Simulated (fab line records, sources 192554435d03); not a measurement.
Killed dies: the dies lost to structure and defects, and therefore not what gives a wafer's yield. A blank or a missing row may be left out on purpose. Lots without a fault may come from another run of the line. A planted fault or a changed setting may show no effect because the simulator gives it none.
Chamber matching || flow n5Finfet || N5_BEOL_M4_DEP_57 on pecvd-04: 3 sister chambers
The step deposits SiCN from 3MS/NH3, target thk 8 nm, time 14 s. 14 wafers are shown with their chamber, then 7 later ones without.

## EACH WAFER AND ITS CHAMBER
{"wafer": "L078.3", "chamber": 1, "showerheadPlenumPTorr (Torr)": 3.657, "throttleValvePct (%)": 9.1}
{"wafer": "L078.4", "chamber": 0, "showerheadPlenumPTorr (Torr)": 3.635, "throttleValvePct (%)": 9.0}
{"wafer": "L078.6", "chamber": 1, "showerheadPlenumPTorr (Torr)": 3.647, "throttleValvePct (%)": 9.3}
{"wafer": "L090.1", "chamber": 2, "showerheadPlenumPTorr (Torr)": 3.662, "throttleValvePct (%)": 9.4}
{"wafer": "L090.2", "chamber": 0, "showerheadPlenumPTorr (Torr)": 3.635, "throttleValvePct (%)": 9.3}
{"wafer": "L090.4", "chamber": 2, "showerheadPlenumPTorr (Torr)": 3.664, "throttleValvePct (%)": 9.3}
{"wafer": "L091.2", "chamber": 0, "showerheadPlenumPTorr (Torr)": 3.639, "throttleValvePct (%)": 9.2}
{"wafer": "L091.4", "chamber": 2, "showerheadPlenumPTorr (Torr)": 3.659, "throttleValvePct (%)": 9.3}
{"wafer": "L091.5", "chamber": 0, "showerheadPlenumPTorr (Torr)": 3.629, "throttleValvePct (%)": 9.1}
{"wafer": "L092.1", "chamber": 1, "showerheadPlenumPTorr (Torr)": 3.646, "throttleValvePct (%)": 9.2}
{"wafer": "L092.2", "chamber": 2, "showerheadPlenumPTorr (Torr)": 3.672, "throttleValvePct (%)": 9.4}
{"wafer": "L092.3", "chamber": 0, "showerheadPlenumPTorr (Torr)": 3.631, "throttleValvePct (%)": 9.1}
{"wafer": "L097.2", "chamber": 1, "showerheadPlenumPTorr (Torr)": 3.651, "throttleValvePct (%)": 9.4}
{"wafer": "L097.4", "chamber": 0, "showerheadPlenumPTorr (Torr)": 3.637, "throttleValvePct (%)": 9.2}

SIGNATURES (averages over the wafers above)
{"reading": "showerheadPlenumPTorr", "chamber 0": 3.63433, "chamber 1": 3.65025, "chamber 2": 3.66425, "scatter within a chamber": 0.00464}
{"reading": "throttleValvePct", "chamber 0": 9.150, "chamber 1": 9.250, "chamber 2": 9.350, "scatter within a chamber": 0.102}
Rule: distance of a wafer from a chamber = root of the sum over the readings of ((wafer's reading minus chamber's mean) / reading's scatter) squared. The wafer belongs to the nearest chamber; if the next one is less than 2 further off, it can't be placed. The scatter: take each reading less its chamber's mean, square it, sum over the shown wafers, divide by the number of wafers less the number of chambers, and take the root.

## WAFERS WHOSE CHAMBER IS MISSING
{"wafer": "L097.6", "showerheadPlenumPTorr (Torr)": 3.651, "throttleValvePct (%)": 9.0}
{"wafer": "L093.1", "showerheadPlenumPTorr (Torr)": 3.668, "throttleValvePct (%)": 9.2}
{"wafer": "L093.2", "showerheadPlenumPTorr (Torr)": 3.635, "throttleValvePct (%)": 9.2}
{"wafer": "L093.4", "showerheadPlenumPTorr (Torr)": 3.639, "throttleValvePct (%)": 9.0}
{"wafer": "L095.3", "showerheadPlenumPTorr (Torr)": 3.671, "throttleValvePct (%)": 9.6}
{"wafer": "L095.4", "showerheadPlenumPTorr (Torr)": 3.631, "throttleValvePct (%)": 9.1}
{"wafer": "L095.5", "showerheadPlenumPTorr (Torr)": 3.666, "throttleValvePct (%)": 9.3}

## THE CHAMBER EACH PASSED THROUGH
{"wafer": "L097.6", "from the rows above": "can't be placed: 1 or 0", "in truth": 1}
{"wafer": "L093.1", "from the rows above": 2, "in truth": 2}
{"wafer": "L093.2", "from the rows above": 0, "in truth": 0}
{"wafer": "L093.4", "from the rows above": "can't be placed: 0 or 1", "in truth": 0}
{"wafer": "L095.3", "from the rows above": 2, "in truth": 2}
{"wafer": "L095.4", "from the rows above": 0, "in truth": 0}
{"wafer": "L095.5", "from the rows above": 2, "in truth": 2}
Correct placement for 5 of the 7. From these rows, 2 cannot be placed; in 2 the true chamber is one of the candidates. Wrongly placed: 0.
